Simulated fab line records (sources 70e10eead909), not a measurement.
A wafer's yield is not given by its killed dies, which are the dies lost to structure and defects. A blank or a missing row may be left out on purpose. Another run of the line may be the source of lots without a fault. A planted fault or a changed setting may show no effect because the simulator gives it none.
The tool behind it: which one? | flow nandHarc | 12 lots, 36 wafers sampled, at 2 steps of a route of 1302

== WHAT EACH GAUGE READ, for each wafer ==
NHARC_P_GATE_CD_MEAS_26: the cd target is 120 nm.
lot  | measured     | on       | cdNm (nm)
L075 | day 5 16:41  | cdSem-01 | 121.2 121.2 120.4
L076 | day 6 09:26  | cdSem-02 | 120.7 121.1 120.6
L079 | day 7 11:05  | cdSem-02 | 120.2 119.8 120.4
L081 | day 7 21:36  | cdSem-01 | 120.1 120.3 120.5
L083 | day 8 15:35  | cdSem-02 | 120.8 120.6 121.2
L085 | day 9 13:59  | cdSem-02 | 121.1 120.9 121.0
L087 | day 10 09:05 | cdSem-02 | 120.1 120.2 119.6
L089 | day 11 08:25 | cdSem-03 | 120.9 120.9 120.8
L091 | day 12 08:58 | cdSem-02 | 120.9 120.6 121.0
L093 | day 12 23:19 | cdSem-03 | 119.2 120.3 120.2
L095 | day 13 16:58 | cdSem-03 | 119.8 119.8 119.6
L097 | day 14 21:21 | cdSem-03 | 119.9 120.4 120.6

== TOOL THAT RAN EACH LOT (tool first, then ch and the chambers of the sampled wafers, then the start) ==
lot  | NHARC_P_GATE_HM_DEP_102
L075 | aclDep-01 ch 0, day 5 15:16
L076 | aclDep-02 ch 0, day 6 08:06
L079 | aclDep-03 ch 0, day 7 09:56
L081 | aclDep-01 ch 0, day 7 20:16
L083 | aclDep-01 ch 0, day 8 14:14
L085 | aclDep-03 ch 0, day 9 12:44
L087 | aclDep-01 ch 0, day 10 07:46
L089 | aclDep-03 ch 0, day 11 07:17
L091 | aclDep-03 ch 0, day 12 07:56
L093 | aclDep-03 ch 0, day 12 22:04
L095 | aclDep-02 ch 0, day 13 15:12
L097 | aclDep-02 ch 0, day 14 20:05
- NHARC_P_GATE_HM_DEP_102: deposits aC, target thk 120 nm.

== THE ANSWER, worked out from the rows above alone ==
Rule: what is usual is taken from the lots themselves. The widest of any qualifying gaps counts: lots, ordered by their means at a reading, are off when they make up no more than a third of the lots, leave a main group of 4 or more, and stand apart from it by 3 or more times the standard deviation of that group's means. If all means in a main group match to the digits the tables above print for the reading, that group is not used. Also off: a lot with no number at a reading for which 4 or more lots have one. All remaining lots with rows at the step are treated as sound.
Across all readings shown, no lot is off: no conclusion can be drawn from this.

== WHAT THE SIMULATOR HAD INSERTED ==
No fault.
